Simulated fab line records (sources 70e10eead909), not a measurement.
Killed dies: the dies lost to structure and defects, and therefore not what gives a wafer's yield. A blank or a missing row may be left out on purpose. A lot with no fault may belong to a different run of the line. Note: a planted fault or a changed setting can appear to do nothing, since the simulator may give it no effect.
Chamber matching :: flow nand-harc :: ald-hk-01 running NHARC_A_CHANNEL_FILL_D1_ALD_25: 4 sister chambers
The step deposits SiOx, target thk 60 nm, pulse time 10 s, ald cycles 600. 8 wafers are shown with their chamber, then 10 later ones without.

WAFERS, EACH WITH ITS CHAMBER
wafer: L081.2
chamber: 2
heater-power-w (W): 510
susceptor-temp-C (C): 299.80

wafer: L085.4
chamber: 1
heater-power-w (W): 484
susceptor-temp-C (C): 299.86

wafer: L085.5
chamber: 2
heater-power-w (W): 499
susceptor-temp-C (C): 299.76

wafer: L087.4
chamber: 0
heater-power-w (W): 452
susceptor-temp-C (C): 300.29

wafer: L087.5
chamber: 3
heater-power-w (W): 438
susceptor-temp-C (C): 300.16

wafer: L087.6
chamber: 0
heater-power-w (W): 454
susceptor-temp-C (C): 300.17

wafer: L090.2
chamber: 1
heater-power-w (W): 493
susceptor-temp-C (C): 300.13

wafer: L090.1
chamber: 3
heater-power-w (W): 429
susceptor-temp-C (C): 299.63

WAFERS WITH NO CHAMBER GIVEN
wafer: L090.5
heater-power-w (W): 478
susceptor-temp-C (C): 299.91

wafer: L092.2
heater-power-w (W): 487
susceptor-temp-C (C): 300.10

wafer: L092.5
heater-power-w (W): 490
susceptor-temp-C (C): 300.13

wafer: L092.6
heater-power-w (W): 509
susceptor-temp-C (C): 300.09

wafer: L094.1
heater-power-w (W): 450
susceptor-temp-C (C): 299.41

wafer: L094.5
heater-power-w (W): 434
susceptor-temp-C (C): 299.97

wafer: L094.6
heater-power-w (W): 473
susceptor-temp-C (C): 299.97

wafer: L096.2
heater-power-w (W): 466
susceptor-temp-C (C): 299.72

wafer: L096.5
heater-power-w (W): 464
susceptor-temp-C (C): 299.96

wafer: L096.6
heater-power-w (W): 483
susceptor-temp-C (C): 300.24

EACH ONE'S CHAMBER
wafer: L090.5
from the rows above: 1
in truth: 1

wafer: L092.2
from the rows above: 1
in truth: 1

wafer: L092.5
from the rows above: 1
in truth: 1

wafer: L092.6
from the rows above: can't be placed: 2 or 1
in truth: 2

wafer: L094.1
from the rows above: can't be placed: 3 or 0
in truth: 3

wafer: L094.5
from the rows above: 3
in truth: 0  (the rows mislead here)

wafer: L094.6
from the rows above: can't be placed: 1 or 0
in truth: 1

wafer: L096.2
from the rows above: can't be placed: 0 or 1
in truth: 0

wafer: L096.5
from the rows above: can't be placed: 0 or 1
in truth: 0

wafer: L096.6
from the rows above: 1
in truth: 1
Correctly placed: 4 of 10. Unplaceable from these rows: 5, with the true chamber sitting among the candidates in 5. 1 placed wrongly.
How it was worked out, from the rows above alone: a wafer's distance from a chamber is the root of the sum, over the readings, of the square of ((its reading less the chamber's mean) divided by the reading's scatter). The wafer belongs to the nearest chamber; if the next one is less than 2 further off, it can't be placed. The mean given for a chamber averages the wafers shown for that chamber. The scatter: take each reading less its chamber's mean, square it, sum over the shown wafers, divide by the number of wafers less the number of chambers, and take the root.
